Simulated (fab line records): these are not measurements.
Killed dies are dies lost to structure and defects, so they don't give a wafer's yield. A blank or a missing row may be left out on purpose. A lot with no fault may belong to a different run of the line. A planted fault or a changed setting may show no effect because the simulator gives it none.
Chamber matching    flow nand harc    NHARC_P_M2_STRIP_18 on rie diel-03 has 4 sister chambers
The step strips in N2/H2. 4 wafers are shown with their chamber, then 12 later ones without.

== WAFERS, EACH WITH ITS CHAMBER ==
wafer   chamber  showerhead plenum p Torr (Torr)
L091.3  3        2.06
L093.1  1        2.15
L093.2  2        2.17
L093.3  0        2.15

== WAFERS WHOSE CHAMBER IS MISSING ==
wafer   showerhead plenum p Torr (Torr)
L094.1  2.17
L094.3  2.15
L094.5  2.05
L095.2  2.17
L095.4  2.05
L095.5  2.15
L097.1  2.05
L097.2  2.15
L097.3  2.15
L096.1  2.17
L096.4  2.05
L096.5  2.05

== WHICH CHAMBER EACH ONE RAN IN ==
wafer   from the rows above      in truth
L094.1  2                        2
L094.3  can't be placed: 0 or 1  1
L094.5  3                        3
L095.2  2                        2
L095.4  3                        3
L095.5  can't be placed: 0 or 1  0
L097.1  3                        3
L097.2  can't be placed: 0 or 1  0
L097.3  can't be placed: 0 or 1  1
L096.1  2                        2
L096.4  3                        3
L096.5  3                        3
8 of 12 placed correctly. Cannot be placed on the basis of these rows: 4; the candidates contain the true chamber in 4. 0 placed wrongly.
How it was worked out, from the rows above alone: a wafer's distance from a chamber is the root of the sum, over the readings, of the square of ((its reading less the chamber's mean) divided by the reading's scatter). If the next closest chamber is less than 2 further off than the closest, the wafer can't be placed; otherwise it belongs to the closest. For every chamber, the mean is computed from those of its wafers that are shown. The scatter (one wafer shown for each chamber): square how far every hidden wafer sits from the nearest shown wafer, average those squares and take the square root.
